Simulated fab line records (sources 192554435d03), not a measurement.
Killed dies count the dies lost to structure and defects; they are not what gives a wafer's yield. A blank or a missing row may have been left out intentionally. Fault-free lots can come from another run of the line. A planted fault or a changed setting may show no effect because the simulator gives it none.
fab line records -- flow n5-finfet
record: lots: 7, wafers: 21, last-day: 17
route steps=1938 shown BEOL_M3@952
lots untouched by any fault: they come from a run of this same line in which no faults occurred
start-h: hours from the record's opening day to when the first of the lot's shown wafers began -- wait-h: hours from the lot's prior step to this one -- " identical to the entry in the row above -- L1.1+2: a row that stands for several wafers -- - no value present, or no start provided -- * or withheld: withheld -- < > ~ a bound
route shown NAME@n: a module of which the file shows steps, and the number in the route of the first -- usual: mean and standard deviation over wafers with no fault -- same: alike in all rows -- chamber/n: place in a boat -- sites: the reading at each site -- _std_site: the standard deviation of these -- _edge_site: outer sites' mean less inner sites' -- radius-mm: how far each site lies from the wafer's centre -- mask NAME#n: copy n -- behind: the most recent tool/chamber to have shaped the wafer -- hold: cause of the lot's hold/its duration in hours/its outcome -- device: whichever transistor did not switch (one of n, p or np) -- end of line: at the end of the route, the tests of the same wafers -- a step given without rows: its recipe and nothing more -- killed: at the first sort, the dies lost to defects and structure; wafer yield is something else -- map: shows each die of a wafer: x if killed, . if not, _ if none is there
set.NAME: the setting the step ran with; set.NAME@STEP: the setting that earlier step ran with -- model.NAME: the simulator's own value behind a step, which no gauge read
lots seen at some steps along the route; tables by step, rows by wafer
services: when a tool's chamber went out of use (start-h, in hours from the record's first day, below 0 if earlier), for how many hours, and the reason
== steps ==
step: N5_BEOL_M3_STRIP_75
recipe: chemistry: N2/H2, temp-c: 40, n2-flow-sccm: 200, h2-flow-sccm: 200, rf-frequency-hz: 6e+07
step: N5_BEOL_M3_STRIP_66
recipe: chemistry: CF4, resist: SiARC, power-w: 300, bias-power-w: 75, pressure-mtorr: 50, cf4-flow-sccm: 150, rf-frequency-hz: 6e+07
usual: drypump-motor-current-A: 5.8/0.44, oes-product-au: 0.80/0.076, rf-vpp-V: 271.3/1.7, showerhead-plenum-p-Torr: 1.80/0.061, throttle-valve-pct: 13.57/0.26
lot.wafer,tool,chamber,start-h,wait-h,drypump-motor-current-A,oes-product-au,rf-hours-counter-h,rf-vpp-V,showerhead-plenum-p-Torr,throttle-valve-pct
L349.1,rie-diel-02,1,173.07,0.0,5.5,0.75,157,272.8,1.86,13.65
L349.4,rie-diel-02,2,173.07,0.0,5.1,0.79,88,271.6,1.74,13.45
L349.6,rie-diel-02,1,173.07,0.0,5.5,0.75,-,274.0,1.86,13.66
L352.1,rie-diel-05,0,215.39,0.0,5.6,0.93,13,271.1,1.76,13.14
L352.2,rie-diel-05,2,215.39,0.0,5.4,0.72,192,271.4,1.78,13.95
L352.6,rie-diel-05,0,215.39,0.0,5.7,0.92,-,269.9,1.76,13.11
L355.1,rie-diel-02,1,218.53,0.0,5.5,0.73,174,271.6,1.86,13.70
L355.3,rie-diel-02,0,218.53,0.0,5.1,0.88,30,272.8,1.90,13.69
L355.6,rie-diel-02,1,218.53,0.0,5.5,0.73,-,272.0,1.86,13.70
L361.3,rie-diel-05,2,262.93,0.0,5.4,0.71,205,270.0,1.77,13.95
L361.4,rie-diel-05,0,262.93,0.0,5.6,0.89,26,269.9,1.76,13.15
L361.6,rie-diel-05,3,262.93,0.0,5.7,0.89,-,274.5,1.91,13.42
L363.3,rie-diel-05,3,265.78,0.0,5.7,0.90,19,274.1,1.91,13.40
L363.4,rie-diel-05,2,265.78,0.0,5.4,0.72,205,271.1,1.78,13.99
L363.6,rie-diel-05,1,265.78,0.0,5.8,0.72,-,273.1,1.85,13.81
L364.1,rie-diel-05,2,271.33,0.0,5.4,0.71,207,271.7,1.77,13.98
L364.4,rie-diel-05,0,271.33,0.0,5.6,0.88,27,271.6,1.76,13.14
L364.6,rie-diel-05,1,271.33,0.0,5.8,0.72,-,272.7,1.85,13.81
L367.3,rie-diel-05,1,286.19,0.0,5.8,0.72,209,271.3,1.85,13.83
L367.5,rie-diel-05,1,286.19,0.0,5.9,0.72,-,271.1,1.85,13.82
L367.6,rie-diel-05,0,286.19,0.0,5.6,0.88,-,269.8,1.76,13.16
step: N5_BEOL_M3_HM_OPEN_17
recipe: chemistry: Cl2/BCl3, target-depth-a: 200, overetch-a: 60, target: TiN, mask-material: SOC, ion-energy-ev: 150, pressure-mtorr: 10, icp-w: 1000, bias-w: 126, Cl2_flow_sccm: 53.25, bcl3-flow-sccm: 21.75, Ar_flow_sccm: 25
usual: drypump-motor-current-A: 5.7/0.4, oes-product-au: 0.63/0.087, throttle-valve-pct: 22.07/0.13
lot.wafer,tool,chamber,start-h,wait-h,drypump-motor-current-A,oes-product-au,rf-hours-counter-h,throttle-valve-pct
L349.1,rie-metal-01,0,173.11,0.0,5.4,0.60,79,22.20
L349.4,rie-metal-01,1,173.11,0.0,5.3,0.53,-,21.99
L349.6,rie-metal-01,1,173.11,0.0,5.3,0.53,-,21.98
L352.1,rie-metal-02,1,215.43,0.0,6.3,0.73,21,21.99
L352.2,rie-metal-02,0,215.43,0.0,5.7,0.60,83,22.26
L352.6,rie-metal-02,0,215.43,0.0,5.8,0.60,-,22.25
L355.1,rie-metal-01,0,218.58,0.0,5.4,0.60,83,22.19
L355.3,rie-metal-01,1,218.58,0.0,5.3,0.53,-,21.98
L355.6,rie-metal-01,1,218.58,0.0,5.3,0.53,-,21.98
L361.3,rie-metal-03,0,263.00,0.1,6.5,0.69,-,22.01
L361.4,rie-metal-03,1,263.00,0.1,5.9,0.75,-,21.94
L361.6,rie-metal-03,0,263.00,0.1,6.5,0.70,-,22.01
L363.3,rie-metal-03,1,265.85,0.1,5.9,0.74,-,21.92
L363.4,rie-metal-03,0,265.85,0.1,6.5,0.70,-,22.00
L363.6,rie-metal-03,0,265.85,0.1,6.5,0.69,-,21.99
L364.1,rie-metal-01,0,271.37,0.0,5.4,0.58,89,22.22
L364.4,rie-metal-01,1,271.37,0.0,5.3,0.81,-,21.75
L364.6,rie-metal-01,1,271.37,0.0,5.3,0.81,-,21.76
L367.3,rie-metal-01,1,286.26,0.1,5.3,0.79,-,21.76
L367.5,rie-metal-01,1,286.26,0.1,5.3,0.80,-,21.77
L367.6,rie-metal-01,0,286.26,0.1,5.5,0.57,-,22.24
step: N5_BEOL_M3_STRIP_19
recipe: chemistry: O2, power-w: 400, temp-c: 40, pressure-mtorr: 30, rf-frequency-hz: 6e+07, bias-power-w: 0, overash-fraction: 0.2, o2-flow-sccm: 225
usual: drypump-motor-current-A: 5.8/0.42, oes-product-au: 0.80/0.078, rf-vpp-V: 3.6/0.46, showerhead-plenum-p-Torr: 2.10/0.074, throttle-valve-pct: 16.66/0.23
lot.wafer,tool,chamber,start-h,wait-h,drypump-motor-current-A,oes-product-au,rf-hours-counter-h,rf-vpp-V,showerhead-plenum-p-Torr,throttle-valve-pct
L349.1,rie-diel-06,1,173.38,0.2,5.5,0.73,178,4.2,1.99,16.60
L349.4,rie-diel-06,3,173.38,0.2,6.5,0.84,77,3.0,2.04,16.68
L349.6,rie-diel-06,1,173.38,0.2,5.5,0.73,-,3.1,1.99,16.61
L352.1,rie-diel-06,0,215.54,0.1,5.7,0.84,52,4.5,2.12,16.32
L352.2,rie-diel-06,1,215.54,0.1,5.5,0.73,191,3.8,1.99,16.64
L352.6,rie-diel-06,1,215.54,0.1,5.5,0.73,-,3.1,1.99,16.63
L355.1,rie-diel-05,0,218.77,0.2,5.6,0.93,15,3.4,2.06,16.28
L355.3,rie-diel-05,2,218.77,0.2,5.4,0.73,193,3.3,2.08,17.03
L355.6,rie-diel-05,2,218.77,0.2,5.4,0.72,-,4.6,2.08,17.01
L361.3,rie-diel-05,3,263.08,0.1,5.7,0.91,18,3.2,2.24,16.54
L361.4,rie-diel-05,2,263.08,0.1,5.4,0.71,205,4.0,2.07,17.02
L361.6,rie-diel-05,0,263.08,0.1,5.6,0.91,-,3.2,2.06,16.32
L363.3,rie-diel-05,3,265.93,0.1,5.7,0.92,19,3.3,2.24,16.53
L363.4,rie-diel-05,2,265.93,0.1,5.4,0.72,205,4.0,2.07,17.03
L363.6,rie-diel-05,0,265.93,0.1,5.6,0.92,-,4.1,2.06,16.31
L364.1,rie-diel-02,1,271.49,0.1,5.5,0.72,190,3.7,2.17,16.82
L364.4,rie-diel-02,2,271.49,0.1,5.1,0.79,103,3.3,2.03,16.59
L364.6,rie-diel-02,1,271.49,0.1,5.5,0.72,-,3.6,2.17,16.81
L367.3,rie-diel-02,2,286.35,0.1,5.1,0.78,108,3.7,2.03,16.60
L367.5,rie-diel-02,1,286.35,0.1,5.6,0.72,-,3.4,2.17,16.82
L367.6,rie-diel-02,0,286.35,0.1,5.1,0.87,-,3.3,2.21,16.81
step: N5_BEOL_M3_CD_MEAS_18
recipe: pitch-nm: 36, target-cd-nm: 18
usual: cd-nm: 17.95/0.29
lot.wafer,tool,chamber,start-h,wait-h,cd-nm
L349.1,cd-sem-01,-,173.45,0.0,18.18
L349.4,cd-sem-01,-,173.45,0.0,17.44
L349.6,cd-sem-01,-,173.45,0.0,17.88
L352.1,cd-sem-03,-,215.61,0.0,17.95
L352.2,cd-sem-03,-,215.61,0.0,18.23
L352.6,cd-sem-03,-,215.61,0.0,18.17
L355.1,cd-sem-03,-,218.84,0.0,18.20
L355.3,cd-sem-03,-,218.84,0.0,18.20
L355.6,cd-sem-03,-,218.84,0.0,17.88
L361.3,cd-sem-02,-,263.15,0.1,17.98
L361.4,cd-sem-02,-,263.15,0.1,17.37
L361.6,cd-sem-02,-,263.15,0.1,17.82
L363.3,cd-sem-03,-,266.00,0.1,17.98
L363.4,cd-sem-03,-,266.00,0.1,17.83
L363.6,cd-sem-03,-,266.00,0.1,17.96
L364.1,cd-sem-02,-,271.55,0.0,18.19
L364.4,cd-sem-02,-,271.55,0.0,18.00
L364.6,cd-sem-02,-,271.55,0.0,17.95
L367.3,cd-sem-02,-,286.42,0.1,18.25
L367.5,cd-sem-02,-,286.42,0.1,17.80
L367.6,cd-sem-02,-,286.42,0.1,17.49
step: N5_BEOL_M3_COAT_67
recipe: resist: SOC, temp-c: 250, time-s: 60, spin-rpm: 1500, resist-thk-nm: 60
step: N5_BEOL_M3_COAT_68
recipe: resist: SiARC, temp-c: 220, time-s: 60, spin-rpm: 1500, resist-thk-nm: 12
step: N5_BEOL_M3_COAT_76
recipe: resist: underlayer, temp-c: 205, time-s: 60, spin-rpm: 1500, resist-thk-nm: 5
step: N5_BEOL_M3_COAT_22
recipe: resist: CAR-EUV, spin-rpm: 1500, resist-thk-nm: 30
step: N5_BEOL_M3_EBR_24
recipe: solvent: PGMEA, ebr-width-mm: 1.5
step: N5_BEOL_M3_SOFTBAKE_23
recipe: temp-c: 110, time-s: 60, resist: CAR-EUV
step: N5_BEOL_M3_EXPOSE_25
recipe: mask-id: V2, na: 0.33, source-shape: quasar, sigma-inner: 0.2, sigma-outer: 0.8, polarization: unpolarized, defocus-nm: 5, dose-mj: 63
step: N5_BEOL_M3_PEB_26
recipe: peb-temp-c: 100, peb-time-s: 60, resist: CAR-EUV
usual: chill-plate-temp-C: 23.01/0.1, exhaust-pa: 45.2/1.1, resist-line-temp-C: 23.00/0.1
lot.wafer,tool,chamber,start-h,wait-h,chill-plate-temp-C,exhaust-pa,resist-line-temp-C
L349.1,litho-track-01,0,173.70,0.1,22.93,46.1,22.91
L349.4,litho-track-01,0,173.70,0.1,23.03,45.0,23.14
L349.6,litho-track-01,0,173.70,0.1,23.08,44.5,23.15
L352.1,litho-track-03,0,216.01,0.1,22.90,43.1,23.16
L352.2,litho-track-03,0,216.01,0.1,23.05,43.9,23.02
L352.6,litho-track-03,0,216.01,0.1,22.95,45.2,23.25
L355.1,litho-track-05,0,219.22,0.1,23.05,45.2,22.96
L355.3,litho-track-05,0,219.22,0.1,22.94,45.7,23.07
L355.6,litho-track-05,0,219.22,0.1,23.04,46.5,23.05
L361.3,litho-track-03,-,263.53,0.1,-,-,-
L361.4,litho-track-03,-,263.53,0.1,-,-,-
L361.6,litho-track-03,-,263.53,0.1,-,-,-
L363.3,litho-track-05,-,266.38,0.1,-,-,-
L363.4,litho-track-05,-,266.38,0.1,-,-,-
L363.6,litho-track-05,-,266.38,0.1,-,-,-
L364.1,litho-track-05,-,271.93,0.1,-,-,-
L364.4,litho-track-05,-,271.93,0.1,-,-,-
L364.6,litho-track-05,-,271.93,0.1,-,-,-
L367.3,litho-track-03,0,286.67,0.1,23.06,45.3,23.09
L367.5,litho-track-03,0,286.67,0.1,22.77,43.1,23.14
L367.6,litho-track-03,0,286.67,0.1,23.06,45.5,23.06
step: N5_BEOL_M3_DEVELOP_27
recipe: develop-time-s: 30, developer: TMAH, resist: CAR-EUV, rinse-liquid: surfactant-rinse, dry: air-spin, dev-temp-c: 23
== services ==
tool,chamber,start-h,hours,kind
rie-diel-05,0,159.98,-,clean
rie-diel-05,0,159.98,-,consumable-replace:focus-ring
rie-diel-05,0,159.98,15.6,scheduled-down
rie-diel-05,0,159.98,15.6,vent-cycle
rie-diel-05,3,175.58,-,clean
rie-diel-05,3,175.58,-,consumable-replace:focus-ring
rie-diel-05,3,175.58,-,consumable-replace:showerhead
rie-diel-05,3,175.58,22.7,scheduled-down
rie-diel-05,3,175.58,22.7,vent-cycle
rie-metal-03,0,184.21,10.9,repair
rie-diel-02,2,187.47,42.2,repair
rie-metal-02,-,190.48,2.7,repair
rie-diel-05,-,197.43,0.5,repair
rie-metal-02,-,227.80,2.8,pm
rie-metal-01,1,232.65,-,clean
rie-metal-01,1,232.65,26.8,scheduled-down
rie-metal-01,1,232.65,26.8,vent-cycle
rie-metal-03,-,257.92,0.4,repair
rie-metal-01,1,273.02,12.5,repair
== key ==
first-sign: step: N5_BEOL_M3_PEB_26, reading: tool-record, direction: missing
effect none on later readings
met-at N5_BEOL_M3_PEB_26
struck-wafers L361.3,L361.4,L361.6,L363.3,L363.4,L363.6,L364.1,L364.4,L364.6
later-rows-left-out L361.3,L361.4,L361.6,L363.3,L363.4,L363.6,L364.1,L364.4,L364.6
sort-left-out L361.3,L361.4,L361.6,L363.3,L363.4,L363.6,L364.1,L364.4,L364.6
onset-between 219.22 263.53
fault: kind: skipped-step-whole, tool: litho-track-03,litho-track-05, chamber: -, onset-h: 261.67, steps: N5_BEOL_M3_PEB_26, scope: struck-lots-only
sort-left-out: the simulated sort isn't trusted on such a fault, so these wafers' sort isn't shown, and their yield isn't known
later-rows-left-out: the simulator's readings of these wafers behind a module that went badly wrong aren't trusted and aren't shown, but for the sort
